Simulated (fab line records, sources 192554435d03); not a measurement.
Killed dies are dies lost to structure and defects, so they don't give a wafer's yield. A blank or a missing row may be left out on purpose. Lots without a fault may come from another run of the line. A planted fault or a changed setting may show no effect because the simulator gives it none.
A struck lot beside a sound one | flow n5_finfet | 15 steps out of a route of 1938
Sound: wafers L810.3, L810.4, L810.6. Struck: wafer L824.4. (L824.2, L824.3 of the same lot were not struck and are left out.) The cause comes at the end.
At each step with rows: each side's tool, then ch and its chambers, then its first start. Under that, the readings that differ: sound wafers | struck wafers | difference of the means | sigmas: that difference in standard deviations of wafers without a fault.
alike: readings whose means differ by less than 2 such deviations, and words and numbers that are the same on both sides. not compared: withheld readings, readings that some wafer has no value for, bounds like >300 that may hide the same value, and numbers for which the record gives no deviation and whose values overlap.
The two part at a step that has a row with sigmas, a row that says differs or no value, or rows on one side only. Numbers that don't overlap but have no deviation are shown without sigmas and don't part them. A reading that every wafer of one side lacks parts them only if that side has two wafers or more.

first, 7 steps without rows for these wafers: N5_BEOL_M8_COAT_71 (time 60 s, resist thk 5 nm); N5_BEOL_M8_COAT_22 (resist thk 30 nm); N5_BEOL_M8_EBR_24; N5_BEOL_M8_SOFTBAKE_23 (time 60 s); N5_BEOL_M8_EXPOSE_25 (exposes mask V7, target cd 40 nm); N5_BEOL_M8_PEB_26 (peb time 60 s); N5_BEOL_M8_DEVELOP_27 (develop time 30 s).
N5_BEOL_M8_CD_MEAS_28: target cd 40 nm.
  sound on cd_sem-02 ch 0, day 9 14:58; struck on cd_sem-03 ch 0, day 13 04:13
  alike: cd_nm
N5_BEOL_M8_OVL_MEAS_29:
  sound on overlay-01 ch 0, day 9 15:01; struck on overlay-02 ch 0, day 13 04:14
  reading     | sound       | struck | difference | sigmas
  V7_OVL (nm) | 0.7 0.6 0.5 | -1.1   | -1.7       | -2
N5_BEOL_M8_INSPECT_30: inspects for defects (brightfield).
  sound on defect_inspect-01, day 9 15:04; struck on defect_inspect-01, day 13 04:17
  alike: raw_defect_count
N5_BEOL_M8_DESCUM_33: chemistry O2, time 7 s.
  sound on rie_diel-05 ch 1,2, day 9 15:17; struck on rie_diel-03 ch 0, day 13 04:37
  alike: drypump_motor_current_A, o2_flow_sccm, oes_product_au, rf_vpp_V, showerhead_plenum_p_Torr, throttle_valve_pct
  not compared: rf_hours_counter_h
N5_BEOL_M8_ETCH_72: etches underlayer in N2/H2, target depth 6.5 nm, time 5.2 s.
  sound on rie_diel-05 ch 1,2, day 9 15:19; struck on rie_diel-03 ch 0, day 13 04:39
  alike: bias_w, drypump_motor_current_A, etch_rf_on_time_s, oes_product_au, rf_vpp_V, showerhead_plenum_p_Torr, throttle_valve_pct
  not compared: rf_hours_counter_h
N5_BEOL_M8_ETCH_65: etches SiARC in CF4, target depth 15.6 nm, time 26 s.
  sound on rie_diel-05 ch 1,2, day 9 15:20; struck on rie_diel-03 ch 0, day 13 04:40
  reading                | sound             | struck | difference | sigmas
  bias_w (W)             | 35.84 36.03 36.04 | 36.25  | +0.28      | +3
  cf4_flow_sccm (sccm)   | 100.4 99.7 100.5  | 70.1   | -30.1      | -89
  throttle_valve_pct (%) | 15.9 15.8 15.9    | 14.8   | -1.1       | -4
  alike: drypump_motor_current_A, etch_rf_on_time_s, oes_product_au, rf_vpp_V, showerhead_plenum_p_Torr
  not compared: rf_hours_counter_h
N5_BEOL_M8_ETCH_66: etches SOC in N2/H2, target depth 80 nm, overetch 16 nm, time 120 s.
  sound on rie_diel-05 ch 1,2, day 9 15:22; struck on rie_diel-03 ch 0, day 13 04:41
  alike: bias_w, drypump_motor_current_A, oes_product_au, rf_vpp_V, showerhead_plenum_p_Torr, throttle_valve_pct
  not compared: rf_hours_counter_h
-- the record jumps here: 3 days lie between the struck wafers' starts before and after (it left off in module BEOL_M8 and takes up again in module PASSIVATION, whose first step shown is number 1936 of the route) --
N5_PASSIVATION_PROBE_49:
  sound on prober-02, day 12 07:02; struck on prober-01, day 16 02:28
  reading         | sound | struck | difference | sigmas
  killed_at_other | 1 2 0 | 8      | +7         | +2
  alike: defect_limited_yield, killed_at_M0_to_M3, killed_at_M4_up, killed_at_contacts, killed_at_front_end, killed_dies, killed_open, killed_short, sort_bin_4_leakage, sort_bin_5_function, sort_bin_6_memory, sort_bin_8_speed, sort_n_pass, sort_yield_pct

WHERE THEY PART
First at N5_BEOL_M8_OVL_MEAS_29; last, within this record, at N5_PASSIVATION_PROBE_49.

WHY: what the simulator had put in
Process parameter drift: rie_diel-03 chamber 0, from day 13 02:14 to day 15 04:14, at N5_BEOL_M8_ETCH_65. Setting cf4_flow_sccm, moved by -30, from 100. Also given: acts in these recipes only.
